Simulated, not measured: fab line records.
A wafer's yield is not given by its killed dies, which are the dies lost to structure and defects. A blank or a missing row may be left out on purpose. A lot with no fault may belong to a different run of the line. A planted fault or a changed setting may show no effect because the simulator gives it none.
What tool caused it? + flow nandHarc + 20 lots, 60 wafers sampled, at 6 steps of a route of 1302

## WHAT EACH GAUGE READ, for each wafer
The record holds no reading of a measuring or inspecting step that can be judged against a usual standard deviation.

## WHICH TOOL RAN EACH LOT (tool, then ch and the chambers of the sampled wafers, then the start)
| lot  | NHARC_A_STAIRCASE_TRIM_20         | NHARC_A_STAIRCASE_TRIM_22                    | NHARC_A_STAIRCASE_TRIM_24                    | NHARC_A_STAIRCASE_ETCH_27                    | NHARC_A_STAIRCASE_TRIM_187        | NHARC_A_STAIRCASE_ETCH_203    |
|------|-----------------------------------|----------------------------------------------|----------------------------------------------|----------------------------------------------|-----------------------------------|-------------------------------|
| L074 | rieDiel-09 ch 0,1,2, day 15 02:20 | rieDiel-09 ch 0,1,3, day 15 04:59 or earlier | rieDiel-09 ch 0,2,3, day 15 04:59 or earlier | rieDiel-09 ch 0,2,3, day 15 04:59 or earlier | rieDiel-04 ch 0,1,3, day 15 04:59 | rieDiel-04 ch 1,2,3, no start |
| L075 | rieDiel-01 ch 0,2,3, day 16 02:53 | rieDiel-01 ch 0,3, day 16 05:50 or earlier   | rieDiel-01 ch 2,3, day 16 05:50 or earlier   | rieDiel-01 ch 0,3, day 16 05:50 or earlier   | rieDiel-01 ch 0,2,3, day 16 05:50 | rieDiel-04 ch 2,3, no start   |
| L076 | rieDiel-01 ch 2,3, day 16 18:01   | rieDiel-01 ch 0,2, day 16 21:25 or earlier   | rieDiel-01 ch 2,3, day 16 21:25 or earlier   | rieDiel-01 ch 0,3, day 16 21:25 or earlier   | rieDiel-09 ch 0,3, day 16 21:25   | rieDiel-04 ch 2,3, no start   |
| L077 | rieDiel-09 ch 0,1, day 16 18:05   | rieDiel-09 ch 2,3, day 16 20:47 or earlier   | rieDiel-09 ch 0,3, day 16 20:47 or earlier   | rieDiel-09 ch 1,2,3, day 16 20:47 or earlier | rieDiel-09 ch 0,1,2, day 16 20:47 | rieDiel-09 ch 2,3, no start   |
| L078 | rieDiel-01 ch 1,3, day 17 12:31   | rieDiel-01 ch 1,3, day 17 15:28 or earlier   | rieDiel-01 ch 1,2,3, day 17 15:28 or earlier | rieDiel-01 ch 0,2, day 17 15:28 or earlier   | rieDiel-04 ch 0,1,2, day 17 15:28 | rieDiel-01 ch 0,1,3, no start |
| L079 | rieDiel-09 ch 1,3, day 17 16:55   | rieDiel-09 ch 1,2,3, day 17 19:34 or earlier | rieDiel-09 ch 0,1, day 17 19:34 or earlier   | rieDiel-09 ch 2,3, day 17 19:34 or earlier   | rieDiel-04 ch 0,2,3, day 17 19:34 | rieDiel-04 ch 0,3, no start   |
| L080 | rieDiel-04 ch 2,3, day 17 17:34   | rieDiel-04 ch 1,2, day 17 20:12 or earlier   | rieDiel-04 ch 1,3, day 17 20:12 or earlier   | rieDiel-04 ch 0,2, day 17 20:12 or earlier   | rieDiel-04 ch 0,3, day 17 20:12   | rieDiel-01 ch 1,3, no start   |
| L081 | rieDiel-09 ch 1,2,3, day 18 16:45 | rieDiel-09 ch 0,1,2, day 18 19:25 or earlier | rieDiel-09 ch 1,2,3, day 18 19:25 or earlier | rieDiel-09 ch 0,1,2, day 18 19:25 or earlier | rieDiel-04 ch 0,2, day 18 19:25   | rieDiel-09 ch 0,2,3, no start |
| L083 | rieDiel-04 ch 0,1,3, day 19 07:36 | rieDiel-04 ch 0,3, day 19 10:25 or earlier   | rieDiel-04 ch 0,1,2, day 19 10:25 or earlier | rieDiel-04 ch 0,2, day 19 10:25 or earlier   | rieDiel-01 ch 0,2,3, day 19 10:25 | rieDiel-09 ch 0,3, no start   |
| L085 | rieDiel-09 ch 0,1,2, day 20 04:47 | rieDiel-09 ch 0,1,3, day 20 08:15 or earlier | rieDiel-09 ch 1,2,3, day 20 08:15 or earlier | rieDiel-09 ch 0,1,2, day 20 08:15 or earlier | rieDiel-09 ch 0,2,3, day 20 08:15 | rieDiel-01 ch 0,1,3, no start |
| L084 | rieDiel-09 ch 2,3, day 20 05:23   | rieDiel-09 ch 0,1, day 20 08:35 or earlier   | rieDiel-09 ch 0,2,3, day 20 08:35 or earlier | rieDiel-09 ch 0,2,3, day 20 08:35 or earlier | rieDiel-09 ch 1,2,3, day 20 08:35 | rieDiel-09 ch 1,2, no start   |
| L086 | rieDiel-04 ch 1,2,3, day 20 10:39 | rieDiel-04 ch 1,2,3, day 20 14:59 or earlier | rieDiel-04 ch 1,3, day 20 14:59 or earlier   | rieDiel-04 ch 2,3, day 20 14:59 or earlier   | rieDiel-04 ch 2,3, day 20 14:59   | rieDiel-01 ch 0,2,3, no start |
| L087 | rieDiel-01 ch 0,1,3, day 20 17:58 | rieDiel-01 ch 0,1, day 20 20:46 or earlier   | rieDiel-01 ch 0,1,2, day 20 20:46 or earlier | rieDiel-01 ch 0,2, day 20 20:46 or earlier   | rieDiel-04 ch 0,2, day 20 20:46   | rieDiel-01 ch 0,1, no start   |
| L090 | rieDiel-01 ch 0,1,3, day 22 09:41 | rieDiel-01 ch 1,3, day 22 12:24 or earlier   | rieDiel-01 ch 0,2,3, day 22 12:24 or earlier | rieDiel-01 ch 1,3, day 22 12:24 or earlier   | rieDiel-09 ch 0,1, day 22 12:24   | rieDiel-09 ch 0,1, no start   |
| L091 | rieDiel-09 ch 1,3, day 22 09:50   | rieDiel-09 ch 0,3, day 22 12:42 or earlier   | rieDiel-09 ch 0,1,3, day 22 12:42 or earlier | rieDiel-09 ch 1,3, day 22 12:42 or earlier   | rieDiel-01 ch 0,1,2, day 22 12:42 | rieDiel-01 ch 0,2,3, no start |
| L092 | rieDiel-04 ch 0,1,3, day 22 23:17 | rieDiel-04 ch 0,2,3, day 23 01:49 or earlier | rieDiel-04 ch 0,1,3, day 23 01:49 or earlier | rieDiel-04 ch 1,3, day 23 01:49 or earlier   | rieDiel-01 ch 1,2, day 23 01:49   | rieDiel-01 ch 2,3, no start   |
| L094 | rieDiel-04 ch 1,2,3, day 23 21:07 | rieDiel-04 ch 0,1,3, day 24 00:07 or earlier | rieDiel-04 ch 0,1, day 24 00:07 or earlier   | rieDiel-04 ch 1,2,3, day 24 00:07 or earlier | rieDiel-01 ch 2,3, day 24 00:07   | rieDiel-09 ch 0,1,3, no start |
| L093 | rieDiel-09 ch 0,2, day 23 21:24   | rieDiel-09 ch 2,3, day 24 00:07 or earlier   | rieDiel-09 ch 0,1,3, day 24 00:07 or earlier | rieDiel-09 ch 1,2,3, day 24 00:07 or earlier | rieDiel-09 ch 0,3, day 24 00:07   | rieDiel-04 ch 0,2,3, no start |
| L095 | rieDiel-04 ch 1,2,3, day 24 13:28 | rieDiel-04 ch 0,3, day 24 16:46 or earlier   | rieDiel-04 ch 0,2,3, day 24 16:46 or earlier | rieDiel-04 ch 0,3, day 24 16:46 or earlier   | rieDiel-04 ch 1,3, day 24 16:46   | rieDiel-09 ch 0,2,3, no start |
| L097 | rieDiel-09 ch 1,2, day 24 19:41   | rieDiel-09 ch 0,1,2, day 24 22:41 or earlier | rieDiel-09 ch 1,3, day 24 22:41 or earlier   | rieDiel-09 ch 0,2,3, day 24 22:41 or earlier | rieDiel-09 ch 0,1,2, day 24 22:41 | rieDiel-09 ch 0,1, no start   |
- NHARC_A_STAIRCASE_TRIM_20: chemistry O2, time 211.2 s.
- NHARC_A_STAIRCASE_TRIM_22: chemistry O2, time 211.2 s.
- NHARC_A_STAIRCASE_TRIM_24: chemistry O2, time 211.2 s.
- NHARC_A_STAIRCASE_ETCH_27: etches the open film in C4F8/O2, target depth 100 nm, time 40.5 s.
- NHARC_A_STAIRCASE_TRIM_187: chemistry O2, time 211.2 s.
- NHARC_A_STAIRCASE_ETCH_203: etches the open film in C4F8/O2, target depth 100 nm, time 40.5 s.

## WHAT THE TOOLS THEMSELVES READ (means of the sampled wafers that have a number; where no wafer has one, the mark that the record gives instead)
NHARC_A_STAIRCASE_TRIM_20. Usual: chamberPressureMTorr 60.00 mTorr, standard deviation 0.061; drypumpMotorCurrentA 5.6 A, standard deviation 0.42; oesProductAu 1.000 a.u., standard deviation 0.0088; rfVppV 57.7 V, standard deviation 0.89; showerheadPlenumPTorr 3.52 Torr, standard deviation 0.15; throttleValvePct 17.037 %, standard deviation 0.009.
| lot  | tool       | chamberPressureMTorr (mTorr) | drypumpMotorCurrentA (A) | oesProductAu (a.u.) | rfVppV (V) | showerheadPlenumPTorr (Torr) | throttleValvePct (%) | flag |
|------|------------|------------------------------|--------------------------|---------------------|------------|------------------------------|----------------------|------|
| L074 | rieDiel-09 | 60.00                        | 5.4                      | 1.006               | 58.0       | 3.53                         | 17.034               |      |
| L075 | rieDiel-01 | 59.98                        | 5.9                      | 0.997               | 57.4       | 3.42                         | 17.037               |      |
| L076 | rieDiel-01 | 59.99                        | 6.2                      | 1.003               | 57.6       | 3.44                         | 17.037               |      |
| L077 | rieDiel-09 | 59.94                        | 5.4                      | 0.998               | 57.8       | 3.61                         | 17.037               |      |
| L078 | rieDiel-01 | 60.00                        | 6.1                      | 0.990               | 57.9       | 3.35                         | 17.041               |      |
| L079 | rieDiel-09 | 59.94                        | 5.4                      | 1.005               | 58.2       | 3.67                         | 17.042               |      |
| L080 | rieDiel-04 | 59.97                        | 5.7                      | 0.994               | 59.0       | 3.65                         | 17.038               |      |
| L081 | rieDiel-09 | 60.00                        | 5.5                      | 1.004               | 57.5       | 3.58                         | 17.036               |      |
| L083 | rieDiel-04 | 59.96                        | 5.8                      | 0.999               | 57.7       | 3.62                         | 17.034               |      |
| L085 | rieDiel-09 | 59.97                        | 5.4                      | 1.006               | 58.5       | 3.51                         | 17.028               |      |
| L084 | rieDiel-09 | 59.99                        | 5.5                      | 1.013               | 57.3       | 3.48                         | 17.041               |      |
| L086 | rieDiel-04 | 59.98                        | 5.8                      | 1.005               | 59.0       | 3.65                         | 17.029               |      |
| L087 | rieDiel-01 | 59.99                        | 5.9                      | 0.994               | 56.3       | 3.32                         | 17.036               |      |
| L090 | rieDiel-01 | 60.00                        | 5.9                      | 0.999               | 56.5       | 3.31                         | 17.045               |      |
| L091 | rieDiel-09 | 60.01                        | 5.3                      | 1.006               | 58.4       | 3.65                         | 17.035               |      |
| L092 | rieDiel-04 | 60.02                        | 5.8                      | 1.000               | 57.2       | 3.60                         | 17.032               |      |
| L094 | rieDiel-04 | 59.94                        | 5.8                      | 0.993               | 58.4       | 3.64                         | 17.040               |      |
| L093 | rieDiel-09 | 59.99                        | 5.3                      | 1.007               | 57.6       | 3.43                         | 17.037               |      |
| L095 | rieDiel-04 | 59.95                        | 5.8                      | 0.987               | 57.8       | 3.63                         | 17.037               |      |
| L097 | rieDiel-09 | 59.96                        | 5.5                      | 1.010               | 58.0       | 3.48                         | 17.034               |      |

NHARC_A_STAIRCASE_TRIM_22. Usual: chamberPressureMTorr 60.00 mTorr, standard deviation 0.057; drypumpMotorCurrentA 5.6 A, standard deviation 0.41; oesProductAu 1.001 a.u., standard deviation 0.0082; rfVppV 57.8 V, standard deviation 0.88; showerheadPlenumPTorr 3.52 Torr, standard deviation 0.15; throttleValvePct 17.036 %, standard deviation 0.0093.
| lot  | tool       | chamberPressureMTorr (mTorr) | drypumpMotorCurrentA (A) | oesProductAu (a.u.) | rfVppV (V) | showerheadPlenumPTorr (Torr) | throttleValvePct (%) | flag |
|------|------------|------------------------------|--------------------------|---------------------|------------|------------------------------|----------------------|------|
| L074 | rieDiel-09 | 59.96                        | 5.3                      | 0.996               | 57.4       | 3.62                         | 17.045               |      |
| L075 | rieDiel-01 | 59.97                        | 6.3                      | 0.998               | 57.2       | 3.34                         | 17.039               |      |
| L076 | rieDiel-01 | 60.04                        | 5.6                      | 0.992               | 58.1       | 3.51                         | 17.035               |      |
| L077 | rieDiel-09 | 59.98                        | 5.5                      | 1.007               | 57.6       | 3.50                         | 17.035               |      |
| L078 | rieDiel-01 | 60.02                        | 6.1                      | 0.998               | 57.6       | 3.35                         | 17.043               |      |
| L079 | rieDiel-09 | 59.98                        | 5.4                      | 1.012               | 58.5       | 3.58                         | 17.027               |      |
| L080 | rieDiel-04 | 60.06                        | 5.5                      | 1.001               | 57.9       | 3.59                         | 17.037               |      |
| L081 | rieDiel-09 | 60.00                        | 5.4                      | 1.006               | 57.9       | 3.52                         | 17.026               |      |
| L083 | rieDiel-04 | 60.04                        | 6.0                      | 1.000               | 58.0       | 3.68                         | 17.038               |      |
| L085 | rieDiel-09 | 60.04                        | 5.3                      | 0.999               | 57.9       | 3.59                         | 17.044               |      |
| L084 | rieDiel-09 | 59.99                        | 5.3                      | 1.001               | 58.0       | 3.59                         | 17.036               |      |
| L086 | rieDiel-04 | 60.03                        | 5.8                      | 0.998               | 59.0       | 3.65                         | 17.025               |      |
| L087 | rieDiel-01 | 59.94                        | 5.6                      | 1.004               | 57.5       | 3.30                         | 17.042               |      |
| L090 | rieDiel-01 | 60.00                        | 5.7                      | 0.999               | 57.1       | 3.31                         | 17.020               |      |
| L091 | rieDiel-09 | 60.01                        | 5.3                      | 1.004               | 58.0       | 3.59                         | 17.030               |      |
| L092 | rieDiel-04 | 59.99                        | 5.7                      | 0.999               | 57.9       | 3.59                         | 17.031               |      |
| L094 | rieDiel-04 | 59.92                        | 5.8                      | 0.994               | 58.1       | 3.60                         | 17.038               |      |
| L093 | rieDiel-09 | 60.07                        | 5.5                      | 1.006               | 57.7       | 3.48                         | 17.041               |      |
| L095 | rieDiel-04 | 60.00                        | 6.0                      | 1.004               | 57.9       | 3.66                         | 17.036               |      |
| L097 | rieDiel-09 | 60.06                        | 5.4                      | 1.009               | 57.7       | 3.49                         | 17.041               |      |

NHARC_A_STAIRCASE_TRIM_24. Usual: chamberPressureMTorr 59.99 mTorr, standard deviation 0.054; drypumpMotorCurrentA 5.6 A, standard deviation 0.43; oesProductAu 1.002 a.u., standard deviation 0.0085; rfVppV 57.7 V, standard deviation 0.84; showerheadPlenumPTorr 3.52 Torr, standard deviation 0.15; throttleValvePct 17.035 %, standard deviation 0.0089.
| lot  | tool       | chamberPressureMTorr (mTorr) | drypumpMotorCurrentA (A) | oesProductAu (a.u.) | rfVppV (V) | showerheadPlenumPTorr (Torr) | throttleValvePct (%) | flag |
|------|------------|------------------------------|--------------------------|---------------------|------------|------------------------------|----------------------|------|
| L074 | rieDiel-09 | 59.99                        | 5.4                      | 0.999               | 58.2       | 3.53                         | 17.037               |      |
| L075 | rieDiel-01 | 60.00                        | 5.8                      | 1.000               | 56.9       | 3.53                         | 17.029               |      |
| L076 | rieDiel-01 | 60.01                        | 5.9                      | 0.997               | 57.0       | 3.53                         | 17.042               |      |
| L077 | rieDiel-09 | 60.03                        | 5.2                      | 1.007               | 57.2       | 3.54                         | 17.030               |      |
| L078 | rieDiel-01 | 60.01                        | 5.8                      | 1.004               | 57.8       | 3.43                         | 17.034               |      |
| L079 | rieDiel-09 | 60.02                        | 5.3                      | 0.992               | 57.3       | 3.60                         | 17.030               |      |
| L080 | rieDiel-04 | 60.01                        | 6.0                      | 1.002               | 58.3       | 3.67                         | 17.037               |      |
| L081 | rieDiel-09 | 59.98                        | 5.5                      | 1.015               | 57.2       | 3.58                         | 17.042               |      |
| L083 | rieDiel-04 | 60.00                        | 5.5                      | 1.003               | 57.8       | 3.55                         | 17.028               |      |
| L085 | rieDiel-09 | 59.98                        | 5.4                      | 1.004               | 58.4       | 3.57                         | 17.037               |      |
| L084 | rieDiel-09 | 60.09                        | 5.3                      | 1.007               | 58.1       | 3.50                         | 17.029               |      |
| L086 | rieDiel-04 | 59.93                        | 6.1                      | 1.004               | 58.4       | 3.72                         | 17.036               |      |
| L087 | rieDiel-01 | 59.92                        | 5.5                      | 0.994               | 57.8       | 3.40                         | 17.031               |      |
| L090 | rieDiel-01 | 59.96                        | 6.0                      | 0.996               | 57.3       | 3.40                         | 17.036               |      |
| L091 | rieDiel-09 | 60.01                        | 5.3                      | 1.010               | 57.6       | 3.59                         | 17.040               |      |
| L092 | rieDiel-04 | 59.98                        | 5.8                      | 0.998               | 57.4       | 3.60                         | 17.032               |      |
| L094 | rieDiel-04 | 59.94                        | 5.5                      | 0.997               | 57.7       | 3.49                         | 17.035               |      |
| L093 | rieDiel-09 | 60.01                        | 5.3                      | 1.014               | 57.7       | 3.58                         | 17.031               |      |
| L095 | rieDiel-04 | 60.01                        | 5.7                      | 0.996               | 58.4       | 3.59                         | 17.038               |      |
| L097 | rieDiel-09 | 59.97                        | 5.3                      | 1.009               | 58.3       | 3.63                         | 17.031               |      |

NHARC_A_STAIRCASE_ETCH_27. Usual: chamberPressureMTorr 25.002 mTorr, standard deviation 0.021; oesProductAu 0.943 a.u., standard deviation 0.011; rfVppV 895 V, standard deviation 5.5.
| lot  | tool       | chamberPressureMTorr (mTorr) | oesProductAu (a.u.) | rfVppV (V) | flag |
|------|------------|------------------------------|---------------------|------------|------|
| L074 | rieDiel-09 | 25.025                       | 0.948               | 896        |      |
| L075 | rieDiel-01 | 25.008                       | 0.929               | 889        |      |
| L076 | rieDiel-01 | 25.000                       | 0.953               | 890        |      |
| L077 | rieDiel-09 | 25.017                       | 0.956               | 898        |      |
| L078 | rieDiel-01 | 25.000                       | 0.945               | 891        |      |
| L079 | rieDiel-09 | 25.004                       | 0.946               | 896        |      |
| L080 | rieDiel-04 | 25.012                       | 0.952               | 895        |      |
| L081 | rieDiel-09 | 24.995                       | 0.946               | 895        |      |
| L083 | rieDiel-04 | 24.980                       | 0.943               | 896        |      |
| L085 | rieDiel-09 | 25.002                       | 0.947               | 896        |      |
| L084 | rieDiel-09 | 24.985                       | 0.950               | 895        |      |
| L086 | rieDiel-04 | 25.003                       | 0.940               | 903        |      |
| L087 | rieDiel-01 | 25.012                       | 0.948               | 891        |      |
| L090 | rieDiel-01 | 25.017                       | 0.929               | 887        |      |
| L091 | rieDiel-09 | 24.991                       | 0.954               | 900        |      |
| L092 | rieDiel-04 | 25.004                       | 0.941               | 902        |      |
| L094 | rieDiel-04 | 25.007                       | 0.925               | 900        |      |
| L093 | rieDiel-09 | 25.006                       | 0.945               | 897        |      |
| L095 | rieDiel-04 | 25.011                       | 0.922               | 896        |      |
| L097 | rieDiel-09 | 25.020                       | 0.946               | 894        |      |

NHARC_A_STAIRCASE_TRIM_187. Usual: chamberPressureMTorr 59.99 mTorr, standard deviation 0.061; drypumpMotorCurrentA 5.6 A, standard deviation 0.41; oesProductAu 1.001 a.u., standard deviation 0.0087; rfVppV 57.9 V, standard deviation 0.92; showerheadPlenumPTorr 3.54 Torr, standard deviation 0.15; throttleValvePct 17.037 %, standard deviation 0.008.
| lot  | tool       | chamberPressureMTorr (mTorr) | drypumpMotorCurrentA (A) | oesProductAu (a.u.) | rfVppV (V) | showerheadPlenumPTorr (Torr) | throttleValvePct (%) | flag |
|------|------------|------------------------------|--------------------------|---------------------|------------|------------------------------|----------------------|------|
| L074 | rieDiel-04 | 60.00                        | 5.8                      | 0.996               | 58.5       | 3.46                         | 17.034               |      |
| L075 | rieDiel-01 | 60.06                        | 6.0                      | 0.988               | 58.3       | 3.42                         | 17.030               |      |
| L076 | rieDiel-09 | 60.01                        | 5.4                      | 1.004               | 58.2       | 3.61                         | 17.030               |      |
| L077 | rieDiel-09 | 60.05                        | 5.4                      | 0.998               | 57.9       | 3.52                         | 17.039               |      |
| L078 | rieDiel-04 | 60.00                        | 5.5                      | 0.994               | 58.3       | 3.55                         | 17.035               |      |
| L079 | rieDiel-04 | 60.00                        | 5.7                      | 0.998               | 58.4       | 3.62                         | 17.033               |      |
| L080 | rieDiel-04 | 59.97                        | 6.0                      | 1.001               | 57.6       | 3.69                         | 17.029               |      |
| L081 | rieDiel-04 | 60.01                        | 5.4                      | 0.996               | 57.5       | 3.50                         | 17.043               |      |
| L083 | rieDiel-01 | 60.02                        | 5.9                      | 1.007               | 57.9       | 3.41                         | 17.032               |      |
| L085 | rieDiel-09 | 59.98                        | 5.4                      | 1.010               | 57.2       | 3.50                         | 17.046               |      |
| L084 | rieDiel-09 | 59.98                        | 5.4                      | 1.014               | 58.4       | 3.57                         | 17.043               |      |
| L086 | rieDiel-04 | 59.96                        | 6.0                      | 1.006               | 57.8       | 3.72                         | 17.037               |      |
| L087 | rieDiel-04 | 60.05                        | 5.4                      | 1.001               | 58.0       | 3.49                         | 17.038               |      |
| L090 | rieDiel-09 | 60.03                        | 5.3                      | 1.007               | 58.4       | 3.59                         | 17.048               |      |
| L091 | rieDiel-01 | 59.99                        | 5.5                      | 0.991               | 58.5       | 3.39                         | 17.037               |      |
| L092 | rieDiel-01 | 60.00                        | 5.4                      | 0.997               | 58.0       | 3.49                         | 17.033               |      |
| L094 | rieDiel-01 | 60.00                        | 5.9                      | 0.993               | 57.6       | 3.49                         | 17.040               |      |
| L093 | rieDiel-09 | 59.90                        | 5.2                      | 1.006               | 57.8       | 3.51                         | 17.035               |      |
| L095 | rieDiel-04 | 59.94                        | 6.0                      | 0.990               | 57.4       | 3.64                         | 17.034               |      |
| L097 | rieDiel-09 | 59.94                        | 5.4                      | 1.008               | 57.3       | 3.49                         | 17.040               |      |

NHARC_A_STAIRCASE_ETCH_203. Usual: chamberPressureMTorr 25.002 mTorr, standard deviation 0.021; oesProductAu 0.942 a.u., standard deviation 0.0099; rfVppV 895 V, standard deviation 5.6.
| lot  | tool       | chamberPressureMTorr (mTorr) | oesProductAu (a.u.) | rfVppV (V) | flag |
|------|------------|------------------------------|---------------------|------------|------|
| L074 | rieDiel-04 | 25.008                       | 0.937               | 894        |      |
| L075 | rieDiel-04 | 24.989                       | 0.948               | 903        |      |
| L076 | rieDiel-04 | 25.012                       | 0.938               | 901        |      |
| L077 | rieDiel-09 | 24.995                       | 0.942               | 897        |      |
| L078 | rieDiel-01 | 24.996                       | 0.935               | 889        |      |
| L079 | rieDiel-04 | 25.009                       | 0.943               | 902        |      |
| L080 | rieDiel-01 | 25.007                       | 0.941               | 889        |      |
| L081 | rieDiel-09 | 24.985                       | 0.955               | 896        |      |
| L083 | rieDiel-09 | 24.986                       | 0.932               | 896        |      |
| L085 | rieDiel-01 | 24.983                       | 0.938               | 888        |      |
| L084 | rieDiel-09 | 25.010                       | 0.958               | 897        |      |
| L086 | rieDiel-01 | 25.006                       | 0.948               | 892        |      |
| L087 | rieDiel-01 | 25.012                       | 0.947               | 887        |      |
| L090 | rieDiel-09 | 24.984                       | 0.934               | 898        |      |
| L091 | rieDiel-01 | 25.003                       | 0.949               | 892        |      |
| L092 | rieDiel-01 | 25.005                       | 0.944               | 893        |      |
| L094 | rieDiel-09 | 25.008                       | 0.946               | 897        |      |
| L093 | rieDiel-04 | 24.991                       | 0.933               | 898        |      |
| L095 | rieDiel-09 | 25.000                       | 0.943               | 895        |      |
| L097 | rieDiel-09 | 24.992                       | 0.941               | 895        |      |

## THE ANSWER, worked out from the rows above alone
Rule: lot off if the mean of its wafers having a number is beyond 3 standard deviations from the usual mean. A lot without any number at a reading at which 4 lots or more have one is off too. Where the step has rows for the other lots, those lots are counted as sound. Order of review: gauges by route order, followed by the tools' own readings, for which a lot's mean as printed above is used. At the first step where some lot is off, the reading lying furthest off is the one used; lots without a number count as furthest.
None of the lots is off at any reading shown; this tells nothing.

## WHAT WAS PUT IN BY THE SIMULATOR
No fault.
